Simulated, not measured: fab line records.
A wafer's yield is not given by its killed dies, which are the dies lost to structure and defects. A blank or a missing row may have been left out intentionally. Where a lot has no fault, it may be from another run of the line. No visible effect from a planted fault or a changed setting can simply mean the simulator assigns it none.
fab line records ; flow nandHarc
record lots=12; wafers=36; lastDay=32
route steps=1302 shown P_M1@295
lots that met no fault: from a run of the same line without faults
startH: hours from the record's opening day to when the first of the lot's shown wafers began ; waitH: hours elapsed since this lot's preceding step ; " as in the row above ; L1.1+2: several wafers, shown together as one row ; - no value present, or no start provided ; * or withheld: withheld ; < > ~ a bound
route shown NAME@n: NAME is a module with steps in the file, n the number in the route of the first one ; usual: mean and standard deviation over wafers with no fault ; same: alike in all rows ; chamber/n: place in a boat ; sites: the reading at each site ; _std_site: standard deviation of those values ; _edge_site: mean of outer sites minus mean of inner sites ; radiusMm: how far each site lies from the wafer's centre ; mask NAME#n: copy n ; behind: the most recent tool/chamber to have shaped the wafer ; hold: the reason the lot was held/the length of the hold in hours/how it ended ; device: transistor that didn't switch, given as n, p or np ; end of line: tests of these same wafers at the route's end ; where a step has no rows: the recipe by itself ; killed: dies lost to structure and defects at the first sort, not the wafer's yield ; map: dies across one wafer; x = killed, . = not, _ = none there
set.NAME: the setting as run; set.NAME@STEP: as run at that earlier step ; model.NAME: the simulator's own value behind a step, which no gauge read
a sample of lots followed through the steps of the route, with each step as a table and each wafer as a row
services: from which hour (startH, from the record's first day; less than 0 if before it) a tool's chamber was out of use, for how many hours, and why
## steps
# step NHARC_P_M1_CD_MEAS_09
# recipe targetCdNm=130; landingEnergyEv=500
# usual cdNm=130.4/0.57
lot.wafer;tool;chamber;startH;waitH;cdNm
L633.1;cdSem-03;0;134.92;-;130.6
L633.5;cdSem-03;0;134.92;-;131.2
L633.6;cdSem-03;0;134.92;-;130.9
L635.1;cdSem-02;0;150.15;-;130.8
L635.3;cdSem-02;0;150.15;-;130.8
L635.4;cdSem-02;0;150.15;-;129.7
L637.1;cdSem-02;0;166.49;-;130.5
L637.4;cdSem-02;0;166.49;-;130.6
L637.5;cdSem-02;0;166.49;-;131.3
L638.3;cdSem-03;0;179.97;-;130.2
L638.4;cdSem-03;0;179.97;-;129.5
L638.6;cdSem-03;0;179.97;-;130.2
L639.1;cdSem-01;0;180.74;-;130.7
L639.5;cdSem-01;0;180.74;-;131.3
L639.6;cdSem-01;0;180.74;-;131.0
L640.1;cdSem-03;0;193.05;-;130.5
L640.2;cdSem-03;0;193.05;-;130.4
L640.5;cdSem-03;0;193.05;-;130.2
L642.1;cdSem-03;0;218.39;-;130.7
L642.3;cdSem-03;0;218.39;-;129.6
L642.4;cdSem-03;0;218.39;-;130.7
L647.2;cdSem-03;0;269.70;-;130.5
L647.5;cdSem-03;0;269.70;-;129.3
L647.6;cdSem-03;0;269.70;-;129.8
L650.2;cdSem-02;0;295.89;-;130.2
L650.3;cdSem-02;0;295.89;-;129.6
L650.4;cdSem-02;0;295.89;-;131.1
L651.1;cdSem-02;0;307.28;-;131.1
L651.3;cdSem-02;0;307.28;-;131.1
L651.6;cdSem-02;0;307.28;-;130.3
L653.1;cdSem-02;0;330.20;-;129.1
L653.2;cdSem-02;0;330.20;-;130.9
L653.4;cdSem-02;0;330.20;-;130.6
L654.1;cdSem-01;0;331.10;-;130.4
L654.3;cdSem-01;0;331.10;-;129.8
L654.4;cdSem-01;0;331.10;-;131.3
# step NHARC_P_M1_OVL_MEAS_10
# recipe pitchNm=260
# usual overlayXNm=-0.1/1.1; overlayYNm=0.3/0.77
lot.wafer;tool;chamber;startH;waitH;overlayXNm;overlayYNm
L633.1;overlay-02;-;135.00;-;-1.3;0.6
L633.5;overlay-02;-;135.00;-;-0.7;0.6
L633.6;overlay-02;-;135.00;-;-1.1;0.5
L635.1;overlay-01;-;150.24;-;0.0;0.0
L635.3;overlay-01;-;150.24;-;0.0;-0.2
L635.4;overlay-01;-;150.24;-;0.4;-0.3
L637.1;overlay-01;-;166.58;-;0.4;0.2
L637.4;overlay-01;-;166.58;-;0.4;0.5
L637.5;overlay-01;-;166.58;-;0.0;0.4
L638.3;overlay-01;-;180.05;-;-2.5;-1.1
L638.4;overlay-01;-;180.05;-;-3.1;-1.1
L638.6;overlay-01;-;180.05;-;-2.9;-1.3
L639.1;overlay-02;-;180.83;-;-0.8;1.6
L639.5;overlay-02;-;180.83;-;-0.2;1.3
L639.6;overlay-02;-;180.83;-;-0.6;1.3
L640.1;overlay-01;-;193.14;-;-0.1;-0.8
L640.2;overlay-01;-;193.14;-;0.3;0.5
L640.5;overlay-01;-;193.14;-;0.1;-0.1
L642.1;overlay-01;-;218.48;-;0.7;0.0
L642.3;overlay-01;-;218.48;-;0.4;0.2
L642.4;overlay-01;-;218.48;-;0.6;0.6
L647.2;overlay-02;-;269.79;-;0.6;-0.6
L647.5;overlay-02;-;269.79;-;0.3;-0.4
L647.6;overlay-02;-;269.79;-;0.5;-1.0
L650.2;overlay-01;-;295.98;-;0.8;1.3
L650.3;overlay-01;-;295.98;-;0.6;1.2
L650.4;overlay-01;-;295.98;-;0.6;1.1
L651.1;overlay-02;-;307.36;-;0.3;0.2
L651.3;overlay-02;-;307.36;-;0.2;0.6
L651.6;overlay-02;-;307.36;-;0.2;0.9
L653.1;overlay-02;-;330.29;-;-0.9;0.2
L653.2;overlay-02;-;330.29;-;-0.5;0.4
L653.4;overlay-02;-;330.29;-;-0.8;-0.2
L654.1;overlay-01;-;331.19;-;-1.9;2.1
L654.3;overlay-01;-;331.19;-;-2.2;1.8
L654.4;overlay-01;-;331.19;-;-2.1;1.7
# step NHARC_P_M1_ETCH_35
# recipe targetDepthA=400; overetchA=120; timeS=43.94; ionEnergyEv=200; n2FlowSccm=150; h2FlowSccm=150; arFlowSccm=0; rfW=400; biasW=150; chemistry=N2/H2
# usual chamberPressureMTorr=30.000/0.025; drypumpMotorCurrentA=5.6/0.36; oesProductAu=0.999/0.0097; rfVppV=430.0/2.9; showerheadPlenumPTorr=2.02/0.097; throttleValvePct=14.171/0.0095
# same timeS=43.94
lot.wafer;tool;chamber;startH;waitH;chamberPressureMTorr;drypumpMotorCurrentA;oesProductAu;rfHoursCounterH;rfVppV;showerheadPlenumPTorr;throttleValvePct
L633.1;rieDiel-09;2;135.19;0.1;29.974;5.7;0.996;13;434.6;2.16;14.178
L633.5;rieDiel-09;2;135.19;0.1;30.013;5.7;0.998;-;434.9;2.16;14.160
L633.6;rieDiel-09;3;135.19;0.1;29.986;5.5;0.986;-;427.1;1.89;14.174
L635.4;rieDiel-03;2;150.42;0.1;30.013;5.8;1.017;3;432.5;2.11;14.184
L635.1;rieDiel-03;3;150.42;0.1;30.020;5.7;1.015;3;427.5;1.99;14.170
L635.3;rieDiel-03;0;150.42;0.1;29.949;5.2;1.007;3;430.2;2.02;14.170
L637.1;rieDiel-09;3;166.76;0.1;30.007;5.5;0.999;2;425.5;1.89;14.175
L637.4;rieDiel-09;2;166.76;0.1;30.010;5.7;0.992;1;433.9;2.16;14.187
L637.5;rieDiel-09;0;166.76;0.1;29.999;6.3;0.977;-;431.4;2.06;14.155
L638.3;rieDiel-03;2;180.23;0.1;29.994;5.8;1.008;5;432.6;2.11;14.177
L638.4;rieDiel-03;3;180.23;0.1;30.000;5.7;1.011;5;429.1;1.99;14.176
L638.6;rieDiel-03;3;180.23;0.1;30.024;5.7;1.006;-;429.1;1.99;14.167
L639.1;rieDiel-03;3;181.02;0.1;29.999;5.8;1.001;5;430.6;1.99;14.157
L639.6;rieDiel-03;1;181.02;0.1;30.008;5.9;1.022;-;427.4;1.91;14.180
L639.5;rieDiel-03;2;181.02;0.1;30.045;5.8;1.009;-;432.4;2.11;14.174
L640.2;rieDiel-03;0;193.32;0.1;30.029;5.2;0.982;6;428.9;2.02;14.161
L640.1;rieDiel-03;3;193.32;0.1;30.032;5.7;1.007;6;429.8;1.99;14.173
L640.5;rieDiel-03;0;193.32;0.1;29.923;5.2;0.990;-;430.6;2.02;14.171
L642.3;rieDiel-03;1;218.66;0.1;29.999;5.8;1.005;7;427.7;1.91;14.170
L642.1;rieDiel-03;2;218.66;0.1;30.023;5.8;0.999;7;432.5;2.11;14.185
L642.4;rieDiel-03;0;218.66;0.1;29.997;5.2;0.994;7;430.7;2.02;14.174
L647.2;rieDiel-09;3;269.98;0.1;30.022;5.5;1.002;12;426.5;1.89;14.191
L647.5;rieDiel-09;1;269.98;0.1;30.027;5.2;0.985;-;427.6;1.92;14.163
L647.6;rieDiel-09;2;269.98;0.1;29.962;5.7;1.003;-;432.7;2.16;14.153
L650.4;rieDiel-03;0;296.16;0.1;29.957;5.2;0.995;0;429.5;2.02;14.186
L650.2;rieDiel-03;2;296.16;0.1;30.010;5.8;1.014;0;431.8;2.11;14.166
L650.3;rieDiel-03;3;296.16;0.1;29.947;5.7;1.017;0;429.7;1.99;14.188
L651.3;rieDiel-03;0;307.55;0.1;30.032;5.2;0.990;1;430.4;2.02;14.185
L651.1;rieDiel-03;1;307.55;0.1;30.022;5.8;1.006;1;424.1;1.90;14.189
L651.6;rieDiel-03;1;307.55;0.1;30.024;5.9;1.004;-;426.5;1.90;14.161
L653.1;rieDiel-09;1;330.47;0.1;30.043;5.2;0.999;0;426.5;1.92;14.168
L653.4;rieDiel-09;3;330.47;0.1;30.021;5.5;0.996;0;427.1;1.89;14.160
L653.2;rieDiel-09;0;330.47;0.1;30.013;6.3;0.998;0;430.9;2.06;14.161
L654.4;rieDiel-09;3;331.37;0.1;30.013;5.5;1.005;0;426.4;1.89;14.162
L654.3;rieDiel-09;0;331.37;0.1;30.045;6.3;0.983;0;431.2;2.06;14.172
L654.1;rieDiel-09;1;331.37;0.1;30.020;5.2;1.008;0;427.1;1.92;14.178
# step NHARC_P_M1_ECD_22
# recipe targetThkA=4000; bathTempC=25; material=Cu
lot.wafer;tool;chamber;startH;waitH
L633.1+6+5;ecdCu-01;0,1,0;136.56;-
L635.1+3+4;ecdCu-02;0,0,1;151.77;-
L637.1+4+5;ecdCu-01;1,1,0;168.11;-
L638.4+3+6;ecdCu-01;1,0,1;181.62;-
L639.1+6+5;ecdCu-02;0,0,1;182.30;-
L640.1+2+5;ecdCu-01;1,0,0;194.62;-
L642.1+4+3;ecdCu-02;1,1,0;219.95;-
L647.2+5+6;ecdCu-01;0,1,0;271.31;-
L650.2+4+3;ecdCu-01;0,0,1;297.45;-
L651.1+3+6;ecdCu-02;0,0,1;308.91;-
L653.2+1+4;ecdCu-02;1,0,0;331.76;-
L654.1+3+4;ecdCu-02;0,1,0;332.73;-
# step NHARC_P_M1_CMP_23
# recipe tOverpolishS=20; targetThkNm=157.82
# usual motorCurrentA=11.9/1.1; retainingRingPressureFrac=1.000/0.0043; timeToEndpointS=28.8/2.9
lot.wafer;tool;chamber;startH;waitH;motorCurrentA;retainingRingPressureFrac;timeToEndpointS
L633.1;cmp-03;0;137.32;-;12.7;1.004;25.7
L633.5;cmp-03;1;137.32;-;10.5;0.999;25.5
L633.6;cmp-03;2;137.32;-;12.4;0.995;31.3
L635.1;cmp-03;1;152.52;-;11.3;0.996;28.4
L635.3;cmp-03;2;152.52;-;13.2;0.999;33.7
L635.4;cmp-03;3;152.52;-;9.9;0.997;32.0
L637.1;cmp-03;1;168.79;-;10.8;1.000;27.3
L637.4;cmp-03;0;168.79;-;13.2;0.998;28.8
L637.5;cmp-03;2;168.79;-;12.1;0.998;32.9
L638.3;cmp-03;1;182.24;-;11.1;0.997;27.4
L638.4;cmp-03;3;182.24;-;9.7;1.001;30.1
L638.6;cmp-03;1;182.24;-;11.2;1.000;28.2
L639.1;cmp-02;0;183.11;-;10.4;1.003;27.0
L639.6;cmp-02;1;183.11;-;13.0;1.001;21.7
L639.5;cmp-02;2;183.11;-;12.1;0.999;29.1
L640.2;cmp-04;3;195.34;-;11.2;0.996;26.5
L640.1;cmp-04;2;195.34;-;11.7;0.988;31.7
L640.5;cmp-04;0;195.34;-;11.7;1.001;26.5
L642.3;cmp-04;0;220.70;-;11.6;0.999;30.8
L642.4;cmp-04;1;220.70;-;12.7;1.007;26.9
L642.1;cmp-04;2;220.70;-;11.5;1.000;32.1
L647.2;cmp-02;0;271.99;-;10.7;1.007;27.2
L647.6;cmp-02;0;271.99;-;10.5;1.002;27.3
L647.5;cmp-02;1;271.99;-;13.2;1.004;27.4
L650.2;cmp-04;3;298.20;-;11.8;0.994;24.1
L650.4;cmp-04;0;298.20;-;12.1;1.002;29.7
L650.3;cmp-04;1;298.20;-;12.7;0.999;29.5
L651.3;cmp-02;3;309.66;-;13.2;1.003;21.4
L651.1;cmp-02;2;309.66;-;11.6;0.995;19.2
L651.6;cmp-02;0;309.66;-;10.9;1.003;17.5
L653.4;cmp-04;2;332.48;-;11.3;0.998;18.1
L653.1;cmp-04;3;332.48;-;11.3;1.000;18.3
L653.2;cmp-04;0;332.48;-;11.4;1.002;15.0
L654.3;cmp-03;3;333.44;-;9.6;1.003;17.9
L654.1;cmp-03;0;333.44;-;13.1;1.004;15.2
L654.4;cmp-03;1;333.44;-;10.7;1.001;12.8
## services
tool;chamber;startH;hours;kind
cmp-03;-;121.71;1.8;repair
ecdCu-01;-;129.99;4.2;repair
cmp-02;-;134.51;4.0;pm
rieDiel-03;3;136.12;1.7;repair
rieDiel-09;-;143.10;9.0;pm
rieDiel-03;1;151.46;1.2;repair
cmp-02;-;153.67;2.4;repair
ecdCu-01;-;160.00;8.0;pm
cmp-03;-;162.00;4.0;pm
cmp-03;-;196.80;2.9;repair
rieDiel-03;3;198.40;5.8;repair
cmp-04;-;209.02;4.0;pm
ecdCu-01;-;209.85;3.1;repair
rieDiel-09;2;218.79;4.5;repair
cmp-04;-;229.64;0.9;repair
cmp-02;-;232.51;4.0;pm
rieDiel-09;0;239.80;1.7;repair
ecdCu-02;-;244.00;8.0;pm
cmp-03;-;260.00;4.0;pm
cmp-03;-;267.05;1.5;repair
rieDiel-03;-;281.30;9.0;pm
ecdCu-02;-;294.22;3.4;repair
cmp-04;-;307.02;4.0;pm
rieDiel-09;-;320.10;9.0;pm
## key
firstSign step=NHARC_P_M1_CMP_23; reading=timeToEndpointS; direction=down; sigmas=4; usual=*; struck=*
effect none on later readings
metAt NHARC_P_M1_ECD_22
struckLots L651,L653,L654
notActingAt NHARC_P_M1_CD_MEAS_09,NHARC_P_M1_OVL_MEAS_10,NHARC_P_M1_ETCH_35
onsetBetween 219.95 308.91
alsoFits time
fault kind=processParameterDrift; tool=ecdCu-02; chamber=-; onsetH=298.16; steps=NHARC_P_M1_ECD_22; channel=targetThkA; offset=*; shape=step; endH=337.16; actsIn=*; stated=*
